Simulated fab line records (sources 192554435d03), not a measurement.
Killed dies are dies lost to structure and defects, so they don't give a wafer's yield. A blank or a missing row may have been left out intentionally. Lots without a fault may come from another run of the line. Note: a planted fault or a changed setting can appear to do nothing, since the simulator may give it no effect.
Matching of chambers ; flow n5-finfet ; 4 sister chambers for N5_GATE_CUT_STRIP_59 on rie-diel-01
The step strips in N2/H2, time 20 s. 4 wafers are shown with their chamber, then 7 later ones without.

== WAFERS WITH THEIR CHAMBER ==
wafer;chamber;drypump-motor-current-A (A)
L079.3;0;5.8
L082.1;2;5.7
L084.1;1;5.9
L084.2;3;6.4

== WAFERS MISSING THEIR CHAMBER ==
wafer;drypump-motor-current-A (A)
L084.4;5.8
L089.1;5.8
L089.2;5.9
L089.6;5.9
L090.1;5.7
L090.4;5.8
L090.5;6.3

== CHAMBER TAKEN BY EACH ==
wafer;from the rows above;in truth
L084.4;0;0
L089.1;0;0
L089.2;1;1
L089.6;1;1
L090.1;2;2
L090.4;0;0
L090.5;3;3
7 of 7 placed correctly. Not placeable from these rows: 0. 0 placed wrongly.
How it was worked out, from the rows above alone: a wafer's distance from a chamber is the root of the sum, over the readings, of the square of ((its reading less the chamber's mean) divided by the reading's scatter). The wafer belongs to the nearest chamber; if the next one is less than 2 further off, it can't be placed. Each chamber's mean is taken over the wafers shown for it. The scatter: root of mean squared gap, hidden wafer to nearest shown wafer, with one shown wafer a chamber.
